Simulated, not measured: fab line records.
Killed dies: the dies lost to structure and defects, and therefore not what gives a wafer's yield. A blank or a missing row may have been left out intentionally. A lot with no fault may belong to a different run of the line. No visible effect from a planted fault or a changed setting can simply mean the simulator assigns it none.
Which of the tools did it? + flow nand harc + Sampling: 24 lots, 72 wafers, 4 of 1302 route steps

WHAT THE GAUGES SHOWED, per wafer
NHARC_A_SIN_REMOVE_INSPECT_04. Usual: raw defect count at 378, with a standard deviation of 110.
| lot  | measured     | on                | raw defect count | flag |
|------|--------------|-------------------|------------------|------|
| L074 | day 20 03:56 | defect inspect-01 | 265 287 333      |      |
| L076 | day 20 18:13 | defect inspect-01 | 520 451 505      |      |
| L075 | day 20 16:07 | defect inspect-01 | 381 325 328      |      |
| L077 | day 22 00:24 | defect inspect-01 | 314 216 289      |      |
| L078 | day 22 00:24 | defect inspect-02 | 385 337 386      |      |
| L079 | day 22 13:23 | defect inspect-02 | 382 313 405      |      |
| L080 | day 22 13:23 | defect inspect-01 | 395 257 299      |      |
| L081 | day 23 01:23 | defect inspect-01 | 394 437 454      |      |
| L082 | day 24 00:53 | defect inspect-02 | 460 467 330      |      |
| L083 | day 24 00:52 | defect inspect-01 | 445 453 476      |      |
| L085 | day 25 05:55 | defect inspect-01 | 376 249 304      |      |
| L084 | day 25 05:55 | defect inspect-02 | 797 560 548      |      |
| L086 | day 25 18:10 | defect inspect-01 | 268 335 266      |      |
| L087 | day 25 22:28 | defect inspect-02 | 296 336 349      |      |
| L089 | day 26 23:11 | defect inspect-01 | 363 334 283      |      |
| L088 | day 27 06:31 | defect inspect-01 | 278 173 281      |      |
| L090 | day 27 06:29 | defect inspect-02 | 356 320 406      |      |
| L092 | day 27 20:25 | defect inspect-02 | 230 366 413      |      |
| L091 | day 27 20:26 | defect inspect-01 | 346 738 400      |      |
| L093 | day 27 17:44 | defect inspect-02 | 449 540 473      |      |
| L095 | day 29 00:51 | defect inspect-01 | 492 385 457      |      |
| L094 | day 29 00:50 | defect inspect-02 | 517 291 438      |      |
| L097 | day 29 18:16 | defect inspect-02 | 451 354 416      |      |
| L096 | day 29 23:04 | defect inspect-02 | 226 342 313      |      |

EACH LOT AND THE TOOL THAT RAN IT (in order: tool; ch and the chambers of the sampled wafers; start)
| lot  | NHARC_A_SGD_CUT_DEP_00          | NHARC_A_SGD_CUT_ETCH_59                       | NHARC_A_SLIT_DEP_00           |
|------|---------------------------------|-----------------------------------------------|-------------------------------|
| L074 | pecvd-03 ch 0,1,2, day 19 02:19 | rie diel-13 ch 1,2,3, day 19 10:22 or earlier | acl dep-03 ch 0, day 19 10:22 |
| L076 | pecvd-03 ch 0,1,2, day 19 06:53 | rie diel-13 ch 0,2, day 19 08:10              | acl dep-03 ch 0, day 19 19:37 |
| L075 | pecvd-02 ch 0,2, day 19 07:04   | rie diel-10 ch 0,2,3, day 19 18:02 or earlier | acl dep-01 ch 0, day 19 18:02 |
| L077 | pecvd-03 ch 0,1,2, day 20 20:04 | rie diel-13 ch 1,2, day 20 21:10              | acl dep-02 ch 0, day 21 08:08 |
| L078 | pecvd-02 ch 1,2, day 20 23:34   | rie diel-10 ch 2,3, day 21 06:46 or earlier   | acl dep-01 ch 0, day 21 06:46 |
| L079 | pecvd-02 ch 0,1,2, day 21 02:49 | rie diel-05 ch 1,2,3, day 21 20:55 or earlier | acl dep-01 ch 0, day 21 20:55 |
| L080 | pecvd-04 ch 1,2, day 21 06:45   | rie diel-13 ch 0,2,3, day 21 20:57 or earlier | acl dep-03 ch 0, day 21 20:57 |
| L081 | pecvd-03 ch 0,2, day 21 22:36   | rie diel-05 ch 1,2,3, day 22 07:41 or earlier | acl dep-02 ch 0, day 22 07:41 |
| L082 | pecvd-02 ch 0,1,2, day 22 22:56 | rie diel-05 ch 1,2, day 23 08:17 or earlier   | acl dep-01 ch 0, day 23 08:17 |
| L083 | pecvd-02 ch 0,2, day 22 23:17   | rie diel-05 ch 0,1, day 23 07:14 or earlier   | acl dep-03 ch 0, day 23 07:14 |
| L085 | pecvd-04 ch 0,1,2, day 24 03:56 | rie diel-05 ch 0,1,2, day 24 12:05 or earlier | acl dep-02 ch 0, day 24 12:05 |
| L084 | pecvd-04 ch 0,2, day 24 05:19   | rie diel-13 ch 0,2,3, day 24 13:03 or earlier | acl dep-03 ch 0, day 24 13:03 |
| L086 | pecvd-03 ch 1,2, day 24 11:18   | rie diel-10 ch 2,3, day 24 21:02 or earlier   | acl dep-01 ch 0, day 24 21:02 |
| L087 | pecvd-02 ch 0,1, day 24 20:29   | rie diel-05 ch 1,2, day 25 04:23 or earlier   | acl dep-02 ch 0, day 25 04:23 |
| L089 | pecvd-03 ch 0,1,2, day 25 17:06 | rie diel-10 ch 0,1,2, day 26 05:20 or earlier | acl dep-01 ch 0, day 26 05:20 |
| L088 | pecvd-03 ch 1,2, day 26 01:57   | rie diel-05 ch 0,1,2, day 26 10:20 or earlier | acl dep-03 ch 0, day 26 10:20 |
| L090 | pecvd-04 ch 0,1,2, day 26 02:11 | rie diel-13 ch 0,2, day 26 10:29 or earlier   | acl dep-01 ch 0, day 26 10:29 |
| L092 | pecvd-03 ch 0,2, day 26 13:04   | rie diel-10 ch 1,3, day 27 03:35 or earlier   | acl dep-02 ch 0, day 27 03:35 |
| L091 | pecvd-03 ch 0,1,2, day 26 13:20 | rie diel-13 ch 1,2, day 27 05:57 or earlier   | acl dep-01 ch 0, day 27 05:57 |
| L093 | pecvd-03 ch 0,2, day 26 13:32   | rie diel-05 ch 0,1, day 27 00:20 or earlier   | acl dep-01 ch 0, day 27 00:20 |
| L095 | pecvd-03 ch 1,2, day 27 22:21   | rie diel-05 ch 0,1,2, day 28 08:14 or earlier | acl dep-01 ch 0, day 28 08:14 |
| L094 | pecvd-02 ch 1,2, day 27 22:37   | rie diel-13 ch 0,2,3, day 28 07:53 or earlier | acl dep-03 ch 0, day 28 07:53 |
| L097 | pecvd-04 ch 0,1, day 28 08:05   | rie diel-13 ch 0,2,3, day 29 00:35 or earlier | acl dep-01 ch 0, day 29 00:35 |
| L096 | pecvd-04 ch 0,1, day 28 09:24   | rie diel-05 ch 0,3, day 29 04:56 or earlier   | acl dep-02 ch 0, day 29 04:56 |
- NHARC_A_SGD_CUT_DEP_00: deposits SiNx, target thk 50 nm.
- NHARC_A_SGD_CUT_ETCH_59: etches the open film in N2/H2, target depth 260 nm, time 406.25 s.
- NHARC_A_SLIT_DEP_00: deposits aC, target thk 6200 nm.

WHAT THE TOOLS THEMSELVES READ (means of the sampled wafers that have a number; where no wafer has one, the mark that the record gives instead)
NHARC_A_SGD_CUT_DEP_00. Usual: heater power w at 650 W, with a standard deviation of 91.
| lot  | tool     | heater power w (W) | flag |
|------|----------|--------------------|------|
| L074 | pecvd-03 | 656                |      |
| L076 | pecvd-03 | 645                |      |
| L075 | pecvd-02 | 647                |      |
| L077 | pecvd-03 | 660                |      |
| L078 | pecvd-02 | 620                |      |
| L079 | pecvd-02 | 649                |      |
| L080 | pecvd-04 | 592                |      |
| L081 | pecvd-03 | 595                |      |
| L082 | pecvd-02 | 623                |      |
| L083 | pecvd-02 | 608                |      |
| L085 | pecvd-04 | 674                |      |
| L084 | pecvd-04 | 650                |      |
| L086 | pecvd-03 | 611                |      |
| L087 | pecvd-02 | 531                |      |
| L089 | pecvd-03 | 675                |      |
| L088 | pecvd-03 | 661                |      |
| L090 | pecvd-04 | 619                |      |
| L092 | pecvd-03 | 614                |      |
| L091 | pecvd-03 | 647                |      |
| L093 | pecvd-03 | 616                |      |
| L095 | pecvd-03 | 714                |      |
| L094 | pecvd-02 | 638                |      |
| L097 | pecvd-04 | 710                |      |
| L096 | pecvd-04 | 708                |      |

NHARC_A_SGD_CUT_ETCH_59. Usual: drypump motor current A 5.8 A, standard deviation 0.58; n2 flow sccm 150.0 sccm, standard deviation 0.43; oes product au 1.001 a.u., standard deviation 0.012; rf vpp V 429.9 V, standard deviation 2.2; showerhead plenum p Torr 2.02 Torr, standard deviation 0.071; throttle valve pct 14.171 %, standard deviation 0.009.
| lot  | tool        | drypump motor current A (A) | n2 flow sccm (sccm) | oes product au (a.u.) | rf vpp V (V) | showerhead plenum p Torr (Torr) | throttle valve pct (%) | flag |
|------|-------------|-----------------------------|---------------------|-----------------------|--------------|---------------------------------|------------------------|------|
| L074 | rie diel-13 | 5.5                         | 149.9               | 1.000                 | 431.8        | 2.08                            | 14.157                 |      |
| L076 | rie diel-13 | 6.3                         | 150.0               | 1.002                 | 429.2        | 1.97                            | 14.177                 |      |
| L075 | rie diel-10 | 6.1                         | 150.1               | 0.998                 | 429.0        | 2.01                            | 14.173                 |      |
| L077 | rie diel-13 | 5.2                         | 150.1               | 0.992                 | 433.1        | 2.11                            | 14.173                 |      |
| L078 | rie diel-10 | 6.1                         | 149.6               | 0.997                 | 430.0        | 2.01                            | 14.172                 |      |
| L079 | rie diel-05 | 5.8                         | 149.9               | 1.016                 | 428.3        | 1.97                            | 14.172                 |      |
| L080 | rie diel-13 | 6.1                         | 149.9               | 0.998                 | 430.0        | 2.01                            | 14.167                 |      |
| L081 | rie diel-05 | 5.8                         | 150.1               | 1.008                 | 427.7        | 1.97                            | 14.166                 |      |
| L082 | rie diel-05 | 5.6                         | 150.3               | 1.022                 | 428.2        | 1.95                            | 14.168                 |      |
| L083 | rie diel-05 | 5.5                         | 149.9               | 1.009                 | 429.7        | 2.01                            | 14.171                 |      |
| L085 | rie diel-05 | 5.6                         | 150.4               | 1.007                 | 429.0        | 1.98                            | 14.174                 |      |
| L084 | rie diel-13 | 6.1                         | 150.6               | 0.998                 | 429.2        | 2.01                            | 14.172                 |      |
| L086 | rie diel-10 | 6.1                         | 150.1               | 0.994                 | 431.7        | 2.05                            | 14.176                 |      |
| L087 | rie diel-05 | 6.1                         | 150.3               | 1.026                 | 427.2        | 1.93                            | 14.174                 |      |
| L089 | rie diel-10 | 5.8                         | 150.3               | 1.004                 | 430.7        | 2.01                            | 14.174                 |      |
| L088 | rie diel-05 | 5.6                         | 150.1               | 1.003                 | 429.9        | 1.98                            | 14.170                 |      |
| L090 | rie diel-13 | 6.2                         | 149.8               | 0.993                 | 428.4        | 1.96                            | 14.174                 |      |
| L092 | rie diel-10 | 5.7                         | 149.8               | 0.994                 | 431.7        | 2.08                            | 14.171                 |      |
| L091 | rie diel-13 | 5.2                         | 150.0               | 0.996                 | 433.2        | 2.11                            | 14.169                 |      |
| L093 | rie diel-05 | 5.5                         | 150.0               | 0.987                 | 429.8        | 2.00                            | 14.173                 |      |
| L095 | rie diel-05 | 5.6                         | 149.8               | 0.997                 | 429.6        | 1.98                            | 14.177                 |      |
| L094 | rie diel-13 | 6.1                         | 149.8               | 0.999                 | 428.8        | 2.00                            | 14.160                 |      |
| L097 | rie diel-13 | 6.1                         | 150.4               | 0.997                 | 429.5        | 2.00                            | 14.172                 |      |
| L096 | rie diel-05 | 5.2                         | 149.7               | 0.977                 | 429.8        | 2.04                            | 14.172                 |      |

NHARC_A_SLIT_DEP_00. Usual: throttle valve pct at 35.000 %, with a standard deviation of 0.0089.
| lot  | tool       | throttle valve pct (%) | flag |
|------|------------|------------------------|------|
| L074 | acl dep-03 | 35.004                 |      |
| L076 | acl dep-03 | 34.996                 |      |
| L075 | acl dep-01 | 34.998                 |      |
| L077 | acl dep-02 | 34.998                 |      |
| L078 | acl dep-01 | 34.994                 |      |
| L079 | acl dep-01 | 34.994                 |      |
| L080 | acl dep-03 | 35.000                 |      |
| L081 | acl dep-02 | 34.993                 |      |
| L082 | acl dep-01 | 34.999                 |      |
| L083 | acl dep-03 | 34.996                 |      |
| L085 | acl dep-02 | 35.000                 |      |
| L084 | acl dep-03 | 34.992                 |      |
| L086 | acl dep-01 | 35.003                 |      |
| L087 | acl dep-02 | 35.005                 |      |
| L089 | acl dep-01 | 34.997                 |      |
| L088 | acl dep-03 | 34.995                 |      |
| L090 | acl dep-01 | 35.002                 |      |
| L092 | acl dep-02 | 35.003                 |      |
| L091 | acl dep-01 | 34.999                 |      |
| L093 | acl dep-01 | 35.005                 |      |
| L095 | acl dep-01 | 35.011                 |      |
| L094 | acl dep-03 | 35.000                 |      |
| L097 | acl dep-01 | 35.010                 |      |
| L096 | acl dep-02 | 34.995                 |      |

THE ANSWER, worked out from the rows above alone
Rule: take the mean of a lot's wafers that have a number; if it is more than 3 standard deviations from the usual mean, the lot is off. Also off: a lot with no number at a reading for which 4 or more lots have one. All remaining lots with rows at the step are treated as sound. Order of review: gauges by route order, followed by the tools' own readings, for which a lot's mean as printed above is used. The first step at which some lot is off is used, and at that step the reading that is off furthest; a lot without a number counts as furthest.
None of the lots is off at any reading shown; this tells nothing.

WHAT THE SIMULATOR HAD INSERTED
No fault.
